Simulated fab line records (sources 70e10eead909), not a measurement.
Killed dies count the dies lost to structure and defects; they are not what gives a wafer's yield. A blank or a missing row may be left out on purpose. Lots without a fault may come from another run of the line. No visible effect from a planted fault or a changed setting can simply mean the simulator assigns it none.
Matching of chambers || flow nandHarc || NHARC_P_CONTACT_ALD_22 on aldMetal-02: 4 sister chambers
The step deposits TiN, target thk 3 nm, pulse time 1 s, ald cycles 150. 8 wafers are shown with their chamber, then 7 later ones without.

== EACH WAFER AND ITS CHAMBER ==
{"wafer": "L076.1", "chamber": 3, "heaterPowerW (W)": 950, "precursorPulseHeightRel": 1.024}
{"wafer": "L076.5", "chamber": 1, "heaterPowerW (W)": 1110, "precursorPulseHeightRel": 0.995}
{"wafer": "L080.6", "chamber": 1, "heaterPowerW (W)": 1119, "precursorPulseHeightRel": 1.030}
{"wafer": "L081.2", "chamber": 0, "heaterPowerW (W)": 831, "precursorPulseHeightRel": 1.018}
{"wafer": "L081.4", "chamber": 3, "heaterPowerW (W)": 955, "precursorPulseHeightRel": 0.980}
{"wafer": "L081.6", "chamber": 2, "heaterPowerW (W)": 1013, "precursorPulseHeightRel": 1.014}
{"wafer": "L091.2", "chamber": 0, "heaterPowerW (W)": 921, "precursorPulseHeightRel": 1.002}
{"wafer": "L091.3", "chamber": 2, "heaterPowerW (W)": 1020, "precursorPulseHeightRel": 1.007}

== WAFERS MISSING THEIR CHAMBER ==
{"wafer": "L091.6", "heaterPowerW (W)": 934, "precursorPulseHeightRel": 0.978}
{"wafer": "L093.2", "heaterPowerW (W)": 1075, "precursorPulseHeightRel": 0.985}
{"wafer": "L093.3", "heaterPowerW (W)": 1018, "precursorPulseHeightRel": 1.012}
{"wafer": "L093.5", "heaterPowerW (W)": 1098, "precursorPulseHeightRel": 1.021}
{"wafer": "L097.2", "heaterPowerW (W)": 1027, "precursorPulseHeightRel": 0.964}
{"wafer": "L097.5", "heaterPowerW (W)": 999, "precursorPulseHeightRel": 1.000}
{"wafer": "L097.6", "heaterPowerW (W)": 889, "precursorPulseHeightRel": 1.000}

== THE CHAMBER EACH PASSED THROUGH ==
{"wafer": "L091.6", "from the rows above": "can't be placed: 3 or 0 or 2", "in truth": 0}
{"wafer": "L093.2", "from the rows above": "can't be placed: 1 or 2", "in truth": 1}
{"wafer": "L093.3", "from the rows above": 2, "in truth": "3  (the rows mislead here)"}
{"wafer": "L093.5", "from the rows above": "can't be placed: 1 or 2", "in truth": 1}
{"wafer": "L097.2", "from the rows above": "can't be placed: 2 or 3 or 1", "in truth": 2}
{"wafer": "L097.5", "from the rows above": "can't be placed: 2 or 3", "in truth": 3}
{"wafer": "L097.6", "from the rows above": "can't be placed: 0 or 3", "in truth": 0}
Correctly placed: 0 of 7. Can't be placed from these rows: 6 (the true chamber is among the candidates in 6). Number placed wrongly: 1.
How it was worked out, from the rows above alone: a wafer's distance from a chamber is the root of the sum, over the readings, of the square of ((its reading less the chamber's mean) divided by the reading's scatter). If the next closest chamber is less than 2 further off than the closest, the wafer can't be placed; otherwise it belongs to the closest. A chamber's mean is the mean of its shown wafers. The scatter is the square root of a quotient: the sum, over the shown wafers, of each reading's squared deviation from its chamber's mean, divided by wafers minus chambers.
